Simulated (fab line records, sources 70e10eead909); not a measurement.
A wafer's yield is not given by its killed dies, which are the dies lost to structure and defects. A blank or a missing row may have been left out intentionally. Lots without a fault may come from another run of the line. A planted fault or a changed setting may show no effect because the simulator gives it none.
What tool caused it? + flow nand-harc + 14 lots, 42 wafers sampled, at 5 steps of a route of 1159

WHAT EACH GAUGE READ, for each wafer
NHARC_THIN_TSV_CD_MEAS_33: the cd target is 5000 nm.
| lot  | measured     | on        | cd-nm (nm)           |
|------|--------------|-----------|----------------------|
| L224 | day 19 18:53 | cd-sem-02 | 4999.8 5000.3 5000.1 |
| L225 | day 20 00:28 | cd-sem-02 | 5001.7 5000.6 4999.4 |
| L226 | day 20 01:32 | cd-sem-03 | 5001.6 4999.5 4999.6 |
| L228 | day 20 22:03 | cd-sem-02 | 5004.1 5001.1 5002.2 |
| L227 | day 20 22:55 | cd-sem-03 | 5000.9 4999.4 4999.2 |
| L229 | day 21 05:50 | cd-sem-03 | 5003.0 5002.1 5003.0 |
| L230 | day 21 06:24 | cd-sem-01 | 4997.4 4998.3 4999.0 |
| L231 | day 21 07:27 | cd-sem-02 | 5000.8 4999.3 5002.9 |
| L233 | day 21 23:36 | cd-sem-03 | 4997.1 5001.3 5001.1 |
| L232 | day 21 22:23 | cd-sem-03 | 4999.9 4999.4 4999.0 |
| L234 | day 23 15:30 | cd-sem-02 | 5000.3 4998.6 5000.7 |
| L244 | day 25 03:31 | cd-sem-03 | 4999.9 5000.6 4998.9 |
| L246 | day 25 15:08 | cd-sem-03 | 5003.5 5003.8 5003.1 |
| L247 | day 25 21:26 | cd-sem-01 | 4997.6 4996.1 4996.8 |

NHARC_END_SORT_01.
| lot  | measured     | on        | killed-at-array | killed-at-other | killed-at-periphery | killed-dies | killed-open | killed-short |
|------|--------------|-----------|-----------------|-----------------|---------------------|-------------|-------------|--------------|
| L224 | day 20 17:57 | prober-01 | 27 19 22        | 0 0 0           | 11 7 6              | 38 26 28    | 2 3 4       | 4 1 2        |
| L225 | day 21 07:53 | prober-01 | 31 32 22        | 1 0 0           | 4 3 3               | 36 35 25    | 11 11 2     | 2 0 2        |
| L226 | day 21 00:09 | prober-02 | 17 13 15        | 0 1 0           | 3 4 4               | 20 18 19    | 3 2 4       | 4 2 3        |
| L228 | day 21 16:32 | prober-01 | 13 29 30        | 0 0 4           | 2 0 0               | 15 29 34    | 0 2 6       | 1 1 1        |
| L227 | day 21 08:04 | prober-02 | 10 11 10        | 0 0 0           | 2 4 2               | 12 15 12    | 0 4 3       | 0 1 1        |
| L229 | day 21 15:52 | prober-02 | 28 23 17        | 0 3 0           | 4 6 2               | 32 32 19    | 3 3 0       | 0 0 2        |
| L230 | day 21 23:37 | prober-02 | 23 27 26        | 1 0 0           | 13 6 9              | 37 33 35    | 3 1 3       | 2 4 4        |
| L231 | day 22 00:20 | prober-01 | 20 20 17        | 0 0 1           | 4 2 2               | 24 22 20    | 5 2 4       | 3 3 4        |
| L233 | day 22 08:08 | prober-01 | 110 113 110     | 0 0 1           | 6 2 4               | 116 115 115 | 3 2 6       | 5 3 1        |
| L232 | day 22 08:14 | prober-02 | 120 117 113     | 1 0 2           | 7 5 7               | 128 122 122 | 4 2 6       | 2 4 1        |
| L234 | day 24 01:34 | prober-01 | 41 41 51        | 0 1 0           | 4 7 7               | 45 49 58    | 6 3 5       | 3 4 3        |
| L244 | day 25 10:19 | prober-02 | 12 13 20        | 1 1 2           | 5 1 3               | 18 15 25    | 3 2 5       | 5 3 3        |
| L246 | day 26 01:59 | prober-02 | 18 9 6          | 1 0 0           | 2 1 1               | 21 10 7     | 4 0 1       | 3 3 1        |
| L247 | day 26 10:38 | prober-02 | 26 30 26        | 1 0 0           | 2 1 3               | 29 31 29    | 3 2 0       | 1 1 1        |

TOOL THAT RAN EACH LOT (tool first, then ch and the chambers of the sampled wafers, then the start)
| lot  | NHARC_A_CONTACT_CVD_19        | NHARC_THIN_TSV_STRIP_62              | NHARC_THIN_TSV_STRIP_56              |
|------|-------------------------------|--------------------------------------|--------------------------------------|
| L224 | cvd-w-01 ch 0,1, day 18 02:02 | plasma-asher-02 ch 0,1, day 19 15:25 | plasma-asher-02 ch 0,1, day 19 19:40 |
| L225 | cvd-w-02 ch 0,1, day 18 05:01 | plasma-asher-02 ch 0,1, day 19 21:10 | plasma-asher-02 ch 0,1, day 20 01:09 |
| L226 | cvd-w-02 ch 0,1, day 18 06:12 | plasma-asher-02 ch 0,1, day 19 22:11 | plasma-asher-02 ch 0,1, day 20 02:14 |
| L228 | cvd-w-02 ch 0,1, day 19 09:26 | plasma-asher-01 ch 0,1, day 20 18:44 | plasma-asher-02 ch 0,1, day 20 22:44 |
| L227 | cvd-w-01 ch 0,1, day 19 09:35 | plasma-asher-02 ch 1, day 20 19:44   | plasma-asher-01 ch 0,1, day 20 23:35 |
| L229 | cvd-w-02 ch 0,1, day 19 15:34 | plasma-asher-02 ch 0,1, day 21 02:28 | plasma-asher-01 ch 0,1, day 21 06:29 |
| L230 | cvd-w-01 ch 1, day 19 16:43   | plasma-asher-02 ch 0,1, day 21 03:05 | plasma-asher-01 ch 0, day 21 07:03   |
| L231 | cvd-w-02 ch 0, day 19 18:54   | plasma-asher-01 ch 0,1, day 21 04:08 | plasma-asher-02 ch 0,1, day 21 08:05 |
| L233 | cvd-w-01 ch 0,1, day 20 02:23 | plasma-asher-02 ch 0,1, day 21 20:19 | plasma-asher-02 ch 0,1, day 22 00:17 |
| L232 | cvd-w-01 ch 1, day 20 03:14   | plasma-asher-01 ch 0,1, day 21 19:11 | plasma-asher-02 ch 1, day 21 23:04   |
| L234 | cvd-w-02 ch 0,1, day 21 15:43 | plasma-asher-01 ch 0,1, day 23 12:01 | plasma-asher-01 ch 0,1, day 23 16:43 |
| L244 | cvd-w-02 ch 0,1, day 23 08:17 | plasma-asher-02 ch 0,1, day 25 00:20 | plasma-asher-01 ch 0,1, day 25 04:11 |
| L246 | cvd-w-01 ch 0,1, day 23 22:05 | plasma-asher-01 ch 0,1, day 25 11:50 | plasma-asher-01 ch 0,1, day 25 15:48 |
| L247 | cvd-w-01 ch 0,1, day 23 22:58 | plasma-asher-01 ch 0,1, day 25 18:08 | plasma-asher-02 ch 0, day 25 22:06   |
- NHARC_A_CONTACT_CVD_19: deposits W, target thk 300 nm, time 802 s.
- NHARC_THIN_TSV_STRIP_62: strips in N2/H2, time 20 s.
- NHARC_THIN_TSV_STRIP_56: strips in O2.

WHAT THE TOOLS THEMSELVES READ (means of the sampled wafers that have a number; where no wafer has one, the mark that the record gives instead)
NHARC_A_CONTACT_CVD_19.
| lot  | tool     | heater-power-w (W) | throttle-valve-pct (%) |
|------|----------|--------------------|------------------------|
| L224 | cvd-w-01 | 428                | 8.00                   |
| L225 | cvd-w-02 | 458                | 7.84                   |
| L226 | cvd-w-02 | 456                | 7.77                   |
| L228 | cvd-w-02 | 483                | 7.77                   |
| L227 | cvd-w-01 | 426                | 8.15                   |
| L229 | cvd-w-02 | 481                | 7.82                   |
| L230 | cvd-w-01 | 338                | 8.11                   |
| L231 | cvd-w-02 | 514                | 7.86                   |
| L233 | cvd-w-01 | 428                | 8.08                   |
| L232 | cvd-w-01 | 335                | 8.09                   |
| L234 | cvd-w-02 | 487                | 7.76                   |
| L244 | cvd-w-02 | 488                | 7.79                   |
| L246 | cvd-w-01 | 393                | 7.83                   |
| L247 | cvd-w-01 | 439                | 7.96                   |

NHARC_THIN_TSV_STRIP_62.
| lot  | tool            | drypump-motor-current-A (A) | heater-power-w (W) |
|------|-----------------|-----------------------------|--------------------|
| L224 | plasma-asher-02 | 5.9                         | 286                |
| L225 | plasma-asher-02 | 6.0                         | 289                |
| L226 | plasma-asher-02 | 6.0                         | 284                |
| L228 | plasma-asher-01 | 5.6                         | 364                |
| L227 | plasma-asher-02 | 6.6                         | 268                |
| L229 | plasma-asher-02 | 6.3                         | 277                |
| L230 | plasma-asher-02 | 6.3                         | 280                |
| L231 | plasma-asher-01 | 5.6                         | 362                |
| L233 | plasma-asher-02 | 5.9                         | 286                |
| L232 | plasma-asher-01 | 5.6                         | 362                |
| L234 | plasma-asher-01 | 5.6                         | 361                |
| L244 | plasma-asher-02 | 6.0                         | 282                |
| L246 | plasma-asher-01 | 5.6                         | 364                |
| L247 | plasma-asher-01 | 5.8                         | 390                |

NHARC_THIN_TSV_STRIP_56.
| lot  | tool            | drypump-motor-current-A (A) | heater-power-w (W) |
|------|-----------------|-----------------------------|--------------------|
| L224 | plasma-asher-02 | 6.3                         | 278                |
| L225 | plasma-asher-02 | 6.2                         | 282                |
| L226 | plasma-asher-02 | 6.3                         | 274                |
| L228 | plasma-asher-02 | 6.3                         | 278                |
| L227 | plasma-asher-01 | 5.8                         | 386                |
| L229 | plasma-asher-01 | 5.7                         | 363                |
| L230 | plasma-asher-01 | 5.5                         | 348                |
| L231 | plasma-asher-02 | 5.9                         | 289                |
| L233 | plasma-asher-02 | 6.3                         | 277                |
| L232 | plasma-asher-02 | 6.7                         | 267                |
| L234 | plasma-asher-01 | 5.8                         | 377                |
| L244 | plasma-asher-01 | 5.8                         | 385                |
| L246 | plasma-asher-01 | 5.8                         | 395                |
| L247 | plasma-asher-02 | 5.6                         | 289                |

THE ANSWER, worked out from the rows above alone
Rule: usual is defined by the lots themselves. The widest of any qualifying gaps counts: lots, ordered by their means at a reading, are off when they make up no more than a third of the lots, leave a main group of 4 or more, and stand apart from it by 3 or more times the standard deviation of that group's means. The tables above print the reading to a certain number of digits; a main group whose means all agree to those digits is not used. Also off: a lot with no number at a reading for which 4 or more lots have one. Where the step has rows for the other lots, those lots are counted as sound. After the gauges, taken in route order, come the tools' own readings; for these a lot's mean is taken, as printed above. The first step at which some lot is off is used, and at that step the reading that is off furthest; a lot without a number counts as furthest.
Off at NHARC_END_SORT_01 (killed-at-array): L233, L232. The main group has a mean of 22 with a standard deviation of 8.9.
If a tool, at a process step before that reading, ran all the lots that are off and no sound lot after the first of them, it fits. Gauges at NHARC_END_SORT_01: tried the same way as those tools. Of those tried, none fits.

WHAT WAS PUT IN BY THE SIMULATOR
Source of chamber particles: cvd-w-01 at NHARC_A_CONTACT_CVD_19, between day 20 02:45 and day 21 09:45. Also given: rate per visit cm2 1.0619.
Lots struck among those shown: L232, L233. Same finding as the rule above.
